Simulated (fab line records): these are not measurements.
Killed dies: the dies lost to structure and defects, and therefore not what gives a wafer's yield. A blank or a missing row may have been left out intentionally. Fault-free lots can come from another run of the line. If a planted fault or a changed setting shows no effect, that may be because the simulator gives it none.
Split-lot study + flow n5 finfet + route with 1938 steps; 7 lots, 21 wafers read

## THE SPLIT ITSELF
At N5_BEOL_M0_ETCH_138 (etches SiCN in CH3F/O2, target depth 12 nm, time 31.6 s), the setting source w was moved away from the recipe's 395 W on 6 of the 21 wafers read, by -16.6% to +17.0%. For the rest of the wafers, this setting stayed at what the recipe calls for.

Reading taken at the split's own step.

## THE READING
rf vpp V, in V, at N5_BEOL_M0_ETCH_138 (etches SiCN in CH3F/O2, target depth 12 nm, time 31.6 s). A value of 297.2 V with a standard deviation of 1.1 V is what fault-free wafers of this fab line usually give.

| wafer  | tool, chamber at the split | source w as run, W | against the recipe | rf vpp V, V | against lot-mates on the recipe |
|--------|----------------------------|--------------------|--------------------|-------------|---------------------------------|
| L075.1 | rie diel-05, 0             | 395                | recipe             | 295.4       | -                               |
| L075.2 | rie diel-05, 3             | 395                | recipe             | 297.0       | -                               |
| L075.3 | rie diel-05, 2             | 457.4              | +15.8%             | 283.2       | -13.0                           |
| L079.1 | rie diel-05, 2             | 395                | recipe             | 298.8       | -                               |
| L079.2 | rie diel-05, 3             | 395                | recipe             | 298.4       | -                               |
| L079.5 | rie diel-05, 3             | 451.9              | +14.4%             | 283.4       | -15.2                           |
| L081.3 | rie diel-03, 3             | 442.5              | +12.0%             | 287.3       | -10.8                           |
| L081.5 | rie diel-03, 3             | 395                | recipe             | 298.5       | -                               |
| L081.6 | rie diel-03, 0             | 395                | recipe             | 297.7       | -                               |
| L086.2 | rie diel-04, 1             | 395                | recipe             | 295.5       | -                               |
| L086.4 | rie diel-04, 1             | 395                | recipe             | 296.5       | -                               |
| L086.6 | rie diel-04, 3             | 462                | +17.0%             | 282.9       | -13.1                           |
| L091.3 | rie diel-04, 2             | 329.3              | -16.6%             | 314.8       | +18.5                           |
| L091.4 | rie diel-04, 3             | 329.3              | -16.6%             | 315.8       | +19.5                           |
| L091.6 | rie diel-04, 2             | 395                | recipe             | 296.3       | -                               |
| L090.4 | rie diel-05, 0             | 395                | recipe             | 295.6       | -                               |
| L090.5 | rie diel-05, 2             | 395                | recipe             | 299.1       | -                               |
| L090.6 | rie diel-05, 1             | 395                | recipe             | 298.5       | -                               |
| L097.1 | rie diel-03, 3             | 395                | recipe             | 298.1       | -                               |
| L097.2 | rie diel-03, 1             | 395                | recipe             | 297.4       | -                               |
| L097.4 | rie diel-03, 2             | 395                | recipe             | 298.2       | -                               |

FIT RESULTS
A straight line over all 21 wafers: rf vpp V changes by -0.97 V for each +1% of source w; r = -0.99; the points scatter about the line by 1.3 V.
The same after taking each lot's own level away (the mean of its wafers on the recipe; 21 wafers): -0.986 V for each +1%; r = -0.99; scatter 1.4 V.
According to that fit, moving source w by its largest amount changes the reading by 17 V.
From 296.00 to 298.60 V: that is the span of the lots' own levels, equal to 2.4 times the standard deviation above.
Hence the lot-to-lot level has little effect on the slope; both slopes agree.
Check: -17.1 V against its lot-mates is what the line predicts for one of the wafers moved furthest among these (+17.0%) when that wafer is left out of the fit. It came out at -13.1 V against them.
Tool readings at the split's step, against how far the setting was moved: rf vpp V r = -0.99.

## OTHER SPLITS ON THESE WAFERS
Before the reading, these wafers also passed through other splits. Each is held against what the fit with the lots' levels taken away leaves over:
| other split on the same wafers    | wafers away from the commonest value | r with rf vpp V (lot level and that fit taken away) |
|-----------------------------------|--------------------------------------|-----------------------------------------------------|
| N5_BEOL_M0_SAQP_EXPOSE_11 dose mj | 8                                    | +0.17                                               |

## FILE'S OWN FIT
rf vpp V changes by -0.938 V for each +1% of source w, r = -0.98.
